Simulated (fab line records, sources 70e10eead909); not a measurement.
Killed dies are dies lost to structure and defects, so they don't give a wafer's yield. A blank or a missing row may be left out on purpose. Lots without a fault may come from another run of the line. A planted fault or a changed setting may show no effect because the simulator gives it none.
fab line records | flow nand_harc
record lots=11 wafers=33 last_day=34
route steps=1302 shown P_STI@109 P_GATE@125 END@1302
lots that met no fault: from a run of the same line without faults
start_h: hours from the record's first day to the start of the lot's first wafer shown | wait_h: hours since the lot's step before | " the same as in the row above | L1.1+2: a row that stands for several wafers | - no value, or no start given | * or withheld: withheld | < > ~ a bound
route shown NAME@n: a module of which the file shows steps, and the number in the route of the first | usual: mean/standard deviation of fault-free wafers | same: alike in all rows | chamber/n: place in a boat | sites: the reading at each site | _std_site: their standard deviation | _edge_site: outer sites' mean less inner sites' | radius_mm: how far each site lies from the wafer's centre | mask NAME#n: copy n | behind: the tool/chamber that last shaped the wafer | hold: why the lot was held/for how many hours/how that ended | device: the transistor (n, p or np) that didn't switch | end of line: the same wafers' tests at the end of the route | a step without rows: its recipe alone | killed: dies lost to structure and defects at the first sort, not the wafer's yield | map: a wafer's dies, x killed, . not, _ none there
set.NAME: the setting as run; set.NAME@STEP: as run at that earlier step | model.NAME: the simulator's own value behind a step, which no gauge read
steps of the route over a sample of lots; a table a step, a row a wafer
services: from which hour (start_h, from the record's first day; less than 0 if before it) a tool's chamber was out of use, for how many hours, and why
## steps
# step NHARC_P_STI_INSPECT_25
# usual raw_defect_count=220/94
# columns lot.wafer tool chamber start_h wait_h raw_defect_count
L779.3 defect_inspect-01 - 73.39 0.4 140
L779.5 " - " " 230
L779.6 " - " " 199
L783.1 defect_inspect-02 - 111.92 0.4 607
L783.4 " - " " 554
L783.6 " - " " 363
L785.1 defect_inspect-01 - 131.42 0.4 215
L785.2 " - " " 161
L785.3 " - " " 244
L791.2 defect_inspect-01 - 190.11 0.4 125
L791.4 " - " " 162
L791.5 " - " " 138
L792.1 defect_inspect-01 - 202.87 0.4 132
L792.2 " - " " 131
L792.3 " - " " 239
L793.1 defect_inspect-01 - 218.81 0.4 261
L793.2 " - " " 263
L793.3 " - " " 318
L795.2 defect_inspect-01 - 233.47 0.4 204
L795.5 " - " " 159
L795.6 " - " " 145
L797.1 defect_inspect-01 - 258.70 0.4 567
L797.4 " - " " 440
L797.6 " - " " 339
L799.3 defect_inspect-02 - 271.99 0.4 417
L799.4 " - " " 171
L799.6 " - " " 317
L800.1 defect_inspect-01 - 279.41 0.4 156
L800.4 " - " " 197
L800.5 " - " " 156
L801.2 defect_inspect-02 - 325.17 0.4 258
L801.3 " - " " 180
L801.6 " - " " 171
# step NHARC_P_GATE_ETCH_14
# recipe target_depth_a=488 chemistry=dHF material=SiO2
# columns lot.wafer tool chamber start_h wait_h
L779.5+6+3 wet_bench-01 4,0,1 84.99 0.1
L783.6+4+1 wet_bench-01 7,0,2 122.08 0.1
L785.3+1+2 wet_bench-01 3,4,5 140.25 0.1
L791.2+4+5 wet_bench-01 1,2,4 198.75 0.1
L792.2+3+1 wet_bench-09 3,6,7 211.65 0.1
L793.2+3+1 wet_bench-01 2,3,6 227.60 0.1
L795.5+6+2 wet_bench-07 1,2,3 242.22 0.1
L797.6+1+4 wet_bench-01 7,2,3 267.76 0.1
L799.4+3+6 wet_bench-09 3,4,5 280.67 0.1
L800.1+5+4 wet_bench-01 0,2,3 288.10 0.1
L801.2+3+6 wet_bench-01 3,4,6 333.97 0.1
# step NHARC_P_GATE_INSPECT_28
# usual raw_defect_count=6/3.1
# columns lot.wafer tool chamber start_h wait_h raw_defect_count
L779.3 defect_inspect-02 - 99.13 0.0 4
L779.5 " - " " 5
L779.6 " - " " 4
L783.1 defect_inspect-02 - 136.12 0.0 329
L783.4 " - " " 341
L783.6 " - " " 316
L785.1 defect_inspect-01 - 156.86 0.0 279
L785.2 " - " " 281
L785.3 " - " " 321
L791.2 defect_inspect-02 - 212.67 0.0 3
L791.4 " - " " 5
L791.5 " - " " 2
L792.1 defect_inspect-01 - 225.25 0.0 5
L792.2 " - " " 7
L792.3 " - " " 7
L793.1 defect_inspect-02 - 242.12 0.0 5
L793.2 " - " " 2
L793.3 " - " " 7
L795.2 defect_inspect-02 - 255.82 0.0 7
L795.5 " - " " 5
L795.6 " - " " 5
L797.1 defect_inspect-01 - 281.91 0.0 10
L797.4 " - " " 11
L797.6 " - " " 4
L799.3 defect_inspect-02 - 294.40 0.0 3
L799.4 " - " " 7
L799.6 " - " " 6
L800.1 defect_inspect-02 - 302.62 0.0 7
L800.4 " - " " 10
L800.5 " - " " 5
L801.2 defect_inspect-02 - 348.51 0.0 2
L801.3 " - " " 2
L801.6 " - " " 5
# step NHARC_P_GATE_DESCUM_31
# recipe time_s=3 o2_flow_sccm=200 ar_flow_sccm=0 bias_power_w=0 chemistry=O2
# usual drypump_motor_current_A=5.6/0.5 oes_product_au=1.001/0.0069 rf_vpp_V=57.6/0.82 showerhead_plenum_p_Torr=1.87/0.073 throttle_valve_pct=11.312/0.0086
# same time_s=3
# columns lot.wafer tool chamber start_h wait_h drypump_motor_current_A oes_product_au rf_hours_counter_h rf_vpp_V showerhead_plenum_p_Torr throttle_valve_pct
L779.3 rie_diel-06 1 99.22 0.1 6.4 0.992 7.7 56.4 1.82 11.306
L779.6 " 2 " " 5.0 1.003 - 58.7 1.96 11.302
L779.5 " 3 " " 5.5 1.004 - 56.1 1.79 11.311
L783.1 rie_diel-13 1 136.20 0.1 5.2 0.994 7.4 58.3 1.84 11.328
L783.4 " 2 " " 5.0 1.001 8.8 56.2 1.93 11.304
L783.6 " 0 " " 5.0 1.003 - 58.1 1.83 11.306
L785.2 rie_diel-13 1 156.92 0.1 5.2 0.998 9.1 56.6 1.84 11.301
L785.3 " 2 " " 5.0 0.994 10.7 58.8 1.92 11.311
L785.1 " 3 " " 6.4 1.003 8.8 56.8 1.79 11.321
L791.4 rie_diel-13 3 212.73 0.1 6.4 0.995 3.1 57.2 1.79 11.307
L791.2 " 2 " " 5.0 1.000 2.5 58.2 1.92 11.313
L791.5 " 3 " " 6.3 0.988 - 56.6 1.79 11.311
L792.1 rie_diel-08 2 225.32 0.1 6.0 0.993 0.6 58.0 1.80 11.305
L792.3 " 3 " " 6.1 0.994 0.6 58.5 1.89 11.312
L792.2 " 0 " " 5.4 0.993 0.6 58.4 1.96 11.320
L793.3 rie_diel-13 1 242.18 0.1 5.2 1.006 4.1 57.8 1.84 11.300
L793.1 " 2 " " 5.0 1.009 3.8 58.7 1.92 11.314
L793.2 " 3 " " 6.3 1.007 4.5 58.3 1.79 11.298
L795.2 rie_diel-08 1 255.91 0.1 5.4 0.997 2.3 58.8 2.01 11.324
L795.6 " 2 " " 6.0 0.984 - 57.9 1.80 11.315
L795.5 " 3 " " 6.2 1.003 - 57.3 1.89 11.299
L797.4 rie_diel-08 3 281.98 0.1 6.2 0.999 4.7 58.6 1.89 11.316
L797.1 " 0 " " 5.4 1.003 5.1 58.4 1.96 11.307
L797.6 " 2 " " 6.0 1.009 - 57.6 1.80 11.306
L799.3 rie_diel-08 1 294.47 0.1 5.4 0.991 5.5 58.1 2.00 11.325
L799.4 " 2 " " 6.0 1.004 5.3 55.9 1.80 11.317
L799.6 " 0 " " 5.4 0.994 - 57.1 1.96 11.311
L800.4 rie_diel-08 3 302.68 0.1 6.2 1.010 6.0 58.0 1.89 11.328
L800.1 " 0 " " 5.4 1.000 6.5 57.5 1.96 11.331
L800.5 " 3 " " 6.2 1.010 - 59.9 1.89 11.326
L801.2 rie_diel-08 0 348.59 0.1 5.4 1.000 8.8 58.3 1.95 11.306
L801.3 " 1 " " 5.4 1.003 8.4 58.4 2.00 11.325
L801.6 " 3 " " 6.2 1.002 - 58.3 1.89 11.306
# step NHARC_P_GATE_HM_OPEN_105
# recipe target_depth_a=3600 o2_flow_sccm=400 cos_flow_sccm=20 ar_flow_sccm=0 rf_w=500 bias_w=300 chemistry=O2/COS
# usual drypump_motor_current_A=5.6/0.48 oes_product_au=1.001/0.0071 rf_fwd_power_W=498.3/1.7 rf_vpp_V=466.2/2.5 showerhead_plenum_p_Torr=3.07/0.12 throttle_valve_pct=28.330/0.009
# columns lot.wafer tool chamber start_h wait_h drypump_motor_current_A oes_product_au rf_fwd_power_W rf_hours_counter_h rf_vpp_V showerhead_plenum_p_Torr throttle_valve_pct
L779.3 rie_diel-06 1 - - 6.4 0.987 500.3 7.7 463.9 2.97 28.326
L779.6 " 1 " " 6.4 0.987 498.9 - 465.6 2.97 28.344
L779.5 " 2 " " 5.0 1.008 496.9 - 467.9 3.19 28.331
L783.1 rie_diel-13 3 - - 6.3 0.991 499.2 7.4 464.5 2.94 28.334
L783.4 " 0 " " 5.1 1.002 498.4 6.0 465.1 2.99 28.327
L783.6 " 2 " " 5.0 1.003 497.8 - 467.7 3.14 28.326
L785.1 rie_diel-13 2 - - 5.0 1.000 500.6 10.7 467.5 3.14 28.326
L785.2 " 3 " " 6.4 0.993 501.0 8.8 463.0 2.94 28.338
L785.3 " 0 " " 5.1 1.001 496.9 7.2 464.1 2.99 28.339
L791.4 rie_diel-13 0 - - 5.1 1.004 500.6 2.8 463.6 2.99 28.320
L791.2 " 2 " " 5.0 0.988 500.2 2.5 467.2 3.14 28.339
L791.5 " 0 " " 5.1 1.005 499.2 - 464.0 2.99 28.337
L792.3 rie_diel-08 0 - - 5.4 1.001 499.2 0.6 467.7 3.19 28.311
L792.1 " 1 " " 5.4 0.994 499.0 0.4 471.9 3.26 28.330
L792.2 " 3 " " 6.2 1.004 496.3 0.7 467.6 3.09 28.331
L793.1 rie_diel-13 3 - - 6.4 1.005 502.1 4.5 463.5 2.93 28.336
L793.2 " 0 " " 5.1 1.007 498.4 4.8 464.2 2.99 28.327
L793.3 " 1 " " 5.2 1.005 499.0 4.1 464.2 3.01 28.313
L795.2 rie_diel-08 2 - - 6.0 0.992 499.5 3.0 461.8 2.95 28.335
L795.6 " 1 " " 5.4 0.999 497.6 - 471.5 3.26 28.315
L795.5 " 2 " " 6.0 1.002 501.3 - 462.2 2.95 28.340
L797.1 rie_diel-08 1 - - 5.4 1.001 499.7 5.2 467.8 3.26 28.332
L797.4 " 2 " " 6.0 1.013 498.2 5.0 463.3 2.95 28.331
L797.6 " 0 " " 5.4 1.005 499.7 - 467.3 3.19 28.338
L799.3 rie_diel-08 1 - - 5.4 0.998 497.8 5.5 470.6 3.26 28.323
L799.4 " 0 " " 5.4 1.001 499.9 5.5 469.3 3.19 28.325
L799.6 " 1 " " 5.5 0.994 496.9 - 471.7 3.26 28.329
L800.1 rie_diel-08 1 - - 5.4 1.007 500.7 6.1 468.8 3.26 28.331
L800.4 " 2 " " 6.0 1.010 500.4 5.9 462.5 2.95 28.347
L800.5 " 1 " " 5.4 1.011 499.7 - 470.9 3.26 28.332
L801.2 rie_diel-08 1 - - 5.4 0.999 499.2 8.5 469.3 3.26 28.333
L801.3 " 3 " " 6.2 1.001 497.0 8.4 465.6 3.09 28.312
L801.6 " 0 " " 5.4 1.004 497.2 - 466.1 3.19 28.336
# step NHARC_P_GATE_INSPECT_68
# usual raw_defect_count=206/100
# columns lot.wafer tool chamber start_h wait_h raw_defect_count
L779.3 defect_inspect-02 - 117.73 0.1 107
L779.5 " - " " 179
L779.6 " - " " 144
L783.1 defect_inspect-01 - 156.56 0.2 943
L783.4 " - " " 941
L783.6 " - " " 743
L785.1 defect_inspect-01 - 174.98 0.2 457
L785.2 " - " " 403
L785.3 " - " " 491
L791.2 defect_inspect-02 - 230.94 0.1 113
L791.4 " - " " 133
L791.5 " - " " 122
L792.1 defect_inspect-01 - 243.54 0.2 165
L792.2 " - " " 127
L792.3 " - " " 293
L793.1 defect_inspect-01 - 266.48 0.2 247
L793.2 " - " " 237
L793.3 " - " " 324
L795.2 defect_inspect-02 - 274.29 0.1 177
L795.5 " - " " 125
L795.6 " - " " 125
L797.1 defect_inspect-01 - 300.11 0.2 493
L797.4 " - " " 417
L797.6 " - " " 342
L799.3 defect_inspect-01 - 316.09 0.1 493
L799.4 " - " " 225
L799.6 " - " " 349
L800.1 defect_inspect-02 - 321.04 0.2 128
L800.4 " - " " 177
L800.5 " - " " 137
L801.2 defect_inspect-02 - 368.72 0.1 240
L801.3 " - " " 160
L801.6 " - " " 145
# step NHARC_END_SORT_01
# recipe temp_c=25
# usual killed_at_array=58/15 killed_at_other=0.8/1.2 killed_at_periphery=3.5/2.5 killed_dies=62/15 killed_open=3.2/1.7 killed_short=2.4/1.5
# same gross_dies=677
# columns lot.wafer tool chamber start_h wait_h killed_at_array killed_at_other killed_at_periphery killed_dies killed_open killed_short
L783.1 prober-02 0 595.15 2.5 82 1 67 150 1 0
L783.4 prober-02 0 597.56 3.4 72 2 65 139 0 3
L783.6 prober-02 0 599.16 4.0 79 1 48 128 2 1
L785.1 prober-02 0 631.57 2.5 34 0 64 98 1 0
L785.2 prober-02 0 632.38 2.8 49 0 66 115 1 0
L785.3 prober-02 0 633.18 3.1 47 0 55 102 4 1
# killed by level:class
L783.1 P_GATE:unspecified=66 A_CHANNEL_HOLE_D1:chamber_film_flake=29 A_SLIT:chamber_film_flake=27 A_CHANNEL_HOLE_D2:chamber_film_flake=20 A_STAIRCASE:chamber_film_flake=2 A_CHANNEL_HOLE_D1:geometric_particle:open=1 P_ZERO_WELL:chamber_film_flake=1 A_CHANNEL_FILL_D1:chamber_film_flake=1
L783.4 P_GATE:unspecified=61 A_SLIT:chamber_film_flake=23 A_CHANNEL_HOLE_D1:chamber_film_flake=22 A_CHANNEL_HOLE_D2:chamber_film_flake=19 A_CONTACT:chamber_film_flake=5 P_CONTACT:chamber_film_flake=2 THIN_TSV:chamber_film_flake=2 P_M0:geometric_particle:short=1
L783.6 P_GATE:unspecified=46 A_CHANNEL_HOLE_D2:chamber_film_flake=25 A_SLIT:chamber_film_flake=25 A_CHANNEL_HOLE_D1:chamber_film_flake=18 A_CONTACT:chamber_film_flake=3 A_DECK1_JOINT:chamber_film_flake=2 A_STAIRCASE:chamber_film_flake=2 A_CHANNEL_HOLE_D2:geometric_particle:short=1
L785.1 P_GATE:unspecified=63 A_SLIT:chamber_film_flake=20 A_CHANNEL_HOLE_D2:chamber_film_flake=8 A_CONTACT:chamber_film_flake=2 P_GATE:geometric_particle:open=1 A_ZERO_WELL:chamber_film_flake=1 A_CHANNEL_HOLE_D1:chamber_film_flake=1 A_CHANNEL_FILL_D1:chamber_film_flake=1
L785.2 P_GATE:unspecified=65 A_SLIT:chamber_film_flake=27 A_CHANNEL_HOLE_D2:chamber_film_flake=11 A_CHANNEL_HOLE_D1:chamber_film_flake=4 A_CONTACT:chamber_film_flake=3 A_WL_FILL:chamber_film_flake=2 P_CONTACT:geometric_particle:open=1 A_CHANNEL_FILL_D1:chamber_film_flake=1
L785.3 P_GATE:unspecified=55 A_SLIT:chamber_film_flake=22 A_CHANNEL_HOLE_D2:chamber_film_flake=9 A_CONTACT:chamber_film_flake=4 A_STAIRCASE:chamber_film_flake=3 A_BLC:geometric_particle:open=2 A_ONON_D1:geometric_particle:open=1 A_CHANNEL_HOLE_D1:geometric_particle:short=1
## services
# columns tool chamber start_h hours kind
rie_diel-08 0 61.95 3.9 repair
rie_diel-06 0 65.10 11.4 repair
rie_diel-08 0 71.80 - clean
rie_diel-08 1 71.80 - clean
wet_bench-01 - 101.60 8.0 pm
rie_diel-06 - 126.38 0.3 repair
rie_diel-06 - 130.20 9.0 pm
rie_diel-06 3 141.87 29.6 repair
wet_bench-07 - 160.00 8.0 pm
rie_diel-13 - 165.00 9.0 pm
wet_bench-09 - 176.80 8.0 pm
rie_diel-08 - 190.80 9.0 pm
rie_diel-08 1 205.62 5.8 repair
wet_bench-01 - 241.17 2.0 repair
rie_diel-13 - 245.28 73.8 repair
wet_bench-09 - 272.95 2.4 repair
wet_bench-01 - 277.60 8.0 pm
rie_diel-06 - 307.20 9.0 pm
rie_diel-08 - 310.86 0.7 repair
wet_bench-01 - 313.95 7.0 repair
rie_diel-08 1 322.57 2.4 repair
wet_bench-07 - 336.00 8.0 pm
rie_diel-08 1 341.79 3.7 repair
rie_diel-13 - 342.00 9.0 pm
## key
first_sign step=NHARC_P_GATE_INSPECT_28 reading=raw_defect_count direction=up sigmas=98 usual=6 struck=311
effect step=NHARC_P_GATE_INSPECT_68 reading=raw_defect_count direction=up sigmas=4.4 usual=206 struck=663
effect step=NHARC_END_SORT_01 reading=killed_at_periphery direction=up sigmas=23 usual=3.5 struck=60.8
more_kills_born_at NHARC_P_GATE_ETCH_14@wet_bench-01=356
met_at NHARC_P_GATE_ETCH_14
struck_lots L783,L785
tester_left_out L783,L785
not_acting_at NHARC_P_STI_INSPECT_25,NHARC_P_GATE_DESCUM_31,NHARC_P_GATE_HM_OPEN_105
onset_between 84.99 122.08
fault kind=chamber_particle_source tool=wet_bench-01 chamber=- onset_h=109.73 steps=NHARC_P_GATE_ETCH_14 rate_per_visit_cm2=0.46447 end_h=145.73
# tester_left_out: of these lots the tester's yield and bins aren't shown, on N5 and GAA mostly nor the transistor test; their killed dies are dies lost to structure and defects alone, not to doping, threshold or leakage, so they don't give the yield
